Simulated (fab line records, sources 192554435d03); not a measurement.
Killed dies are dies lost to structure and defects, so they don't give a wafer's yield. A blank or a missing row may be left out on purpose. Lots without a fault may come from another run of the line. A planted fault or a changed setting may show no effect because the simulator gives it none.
Split-lot experiment | flow n5_finfet | 7 lots, 21 wafers read, on a route of 1938 steps

THE SPLIT
At N5_BEOL_M3_EXPOSE_08 (exposes mask M3), the setting dose_mj was moved away from the recipe's 33 on 9 of the 21 wafers read, by -5.9% to +5.8%. The other wafers ran this setting at the recipe's value.

FROM THE SPLIT TO THE READING: what the file shows between them, 2 steps
- N5_BEOL_M3_PEB_09: peb time 60 s
- N5_BEOL_M3_DEVELOP_10: develop time 30 s

THE READING
cd_nm, in nm, at N5_BEOL_M3_CD_MEAS_11 (target cd 17.05 nm). Fault-free wafers of this fab line usually give 16.97 nm, standard deviation 0.22 nm.

wafer  | tool, chamber at the split | dose_mj as run | against the recipe | cd_nm, nm | against lot-mates on the recipe
L075.2 | euv_scanner-01, 0          | 34.91          | +5.8%              | 18.08     | no lot-mate on the recipe
L075.5 | euv_scanner-01, 0          | 34.91          | +5.8%              | 17.57     | no lot-mate on the recipe
L075.6 | euv_scanner-01, 0          | 34.91          | +5.8%              | 17.62     | no lot-mate on the recipe
L076.2 | euv_scanner-02, 0          | 33             | recipe             | 17.11     | -
L076.5 | euv_scanner-02, 0          | 33             | recipe             | 16.62     | -
L076.6 | euv_scanner-02, 0          | 33             | recipe             | 16.68     | -
L078.1 | euv_scanner-01, 0          | 33             | recipe             | 17.01     | -
L078.3 | euv_scanner-01, 0          | 33             | recipe             | 16.73     | -
L078.6 | euv_scanner-01, 0          | 31.05          | -5.9%              | 15.60     | -1.27
L081.1 | euv_scanner-01, 0          | 33.75          | +2.3%              | 17.34     | +0.46
L081.4 | euv_scanner-01, 0          | 33             | recipe             | 16.88     | -
L081.6 | euv_scanner-01, 0          | 33.75          | +2.3%              | 16.98     | +0.10
L085.1 | euv_scanner-02, 0          | 33             | recipe             | 16.73     | -
L085.3 | euv_scanner-02, 0          | 33             | recipe             | 16.94     | -
L085.6 | euv_scanner-02, 0          | 31.7           | -3.9%              | 16.15     | -0.69
L096.1 | euv_scanner-02, 0          | 33.9           | +2.7%              | 17.41     | +0.31
L096.3 | euv_scanner-02, 0          | 33             | recipe             | 17.10     | -
L096.4 | euv_scanner-02, 0          | 33.9           | +2.7%              | 17.39     | +0.29
L097.2 | euv_scanner-01, 0          | 33             | recipe             | 16.66     | -
L097.3 | euv_scanner-01, 0          | 33             | recipe             | 16.78     | -
L097.6 | euv_scanner-01, 0          | 33             | recipe             | 16.88     | -

THE FIT
A straight line over all 21 wafers: cd_nm changes by +0.175 nm for each +1% of dose_mj; r = +0.94; the points scatter about the line by 0.18 nm.
The same after taking each lot's own level away (the mean of its wafers on the recipe; 18 wafers): +0.173 nm for each +1%; r = +0.92; scatter 0.16 nm.
On that fit, the largest move of dose_mj shifts the reading by 1 nm.
The lots' own levels span 16.773 to 17.100 nm, that is 1.5 times the standard deviation above.
So the lot-to-lot level changes the slope little: the two slopes agree.
Check: with one of the wafers moved furthest among these (-5.9%) left out of the fit, the line predicts -0.856 nm for it against its lot-mates. It came out at -1.27 nm against them.

THE WHOLE CHAIN: every reading that the file lists as answering this split, in the file's order
step                  | what it does                                                          | reading                                                               | change (the file's fit)               | r (the file's)
N5_BEOL_M3_CD_MEAS_11 | target cd 17.05 nm                                                    | cd_nm                                                                 | +0.185 nm for each +1% of the setting | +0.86
N5_BEOL_M3_ETCH_74    | etches underlayer in N2/H2, target depth 6.5 nm, time 5.2 s           | BEOL_M3.cd_offset_nm (the simulator's own value, which no gauge read) | +0.229 nm for each +1% of the setting | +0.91
N5_BEOL_M3_ETCH_64    | etches SOC in N2/H2, target depth 75 nm, overetch 15 nm, time 112.5 s | BEOL_M3.cd_offset_nm (the simulator's own value, which no gauge read) | +0.249 nm for each +1% of the setting | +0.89

THE FILE'S OWN FIT
cd_nm changes by +0.185 nm for each +1% of dose_mj, r = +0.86.
